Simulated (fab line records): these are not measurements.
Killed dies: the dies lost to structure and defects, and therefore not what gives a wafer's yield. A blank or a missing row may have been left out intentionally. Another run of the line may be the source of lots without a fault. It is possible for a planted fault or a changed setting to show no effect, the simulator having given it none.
Chamber matching || flow nandHarc || pecvd-02 running NHARC_P_BONDPAD_DEP_00: 3 sister chambers
The step deposits SiCN, target thk 250 nm. 3 wafers are shown with their chamber, then 6 later ones without.

== WAFERS, EACH WITH ITS CHAMBER ==
{"wafer": "L468.4", "chamber": 2, "heaterPowerW (W)": 621}
{"wafer": "L471.3", "chamber": 1, "heaterPowerW (W)": 553}
{"wafer": "L471.5", "chamber": 0, "heaterPowerW (W)": 599}

== WAFERS WHOSE CHAMBER IS MISSING ==
{"wafer": "L471.6", "heaterPowerW (W)": 537}
{"wafer": "L477.5", "heaterPowerW (W)": 560}
{"wafer": "L479.5", "heaterPowerW (W)": 556}
{"wafer": "L486.2", "heaterPowerW (W)": 499}
{"wafer": "L486.3", "heaterPowerW (W)": 634}
{"wafer": "L486.4", "heaterPowerW (W)": 502}

== CHAMBER TAKEN BY EACH ==
{"wafer": "L471.6", "from the rows above": "can't be placed: 1 or 0", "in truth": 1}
{"wafer": "L477.5", "from the rows above": "can't be placed: 1 or 0 or 2", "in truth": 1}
{"wafer": "L479.5", "from the rows above": "can't be placed: 1 or 0 or 2", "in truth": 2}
{"wafer": "L486.2", "from the rows above": "can't be placed: 1 or 0", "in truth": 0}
{"wafer": "L486.3", "from the rows above": "can't be placed: 2 or 0", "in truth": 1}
{"wafer": "L486.4", "from the rows above": "can't be placed: 1 or 0", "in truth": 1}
Correct placement for 0 of the 6. From these rows, 6 cannot be placed; in 5 the true chamber is one of the candidates. Placed wrongly: 0.
How it was worked out, from the rows above alone: a wafer's distance from a chamber is the root of the sum, over the readings, of the square of ((its reading less the chamber's mean) divided by the reading's scatter). The wafer belongs to the nearest chamber; if the next one is less than 2 further off, it can't be placed. For every chamber, the mean is computed from those of its wafers that are shown. The scatter: root of mean squared gap, hidden wafer to nearest shown wafer, with one shown wafer a chamber.
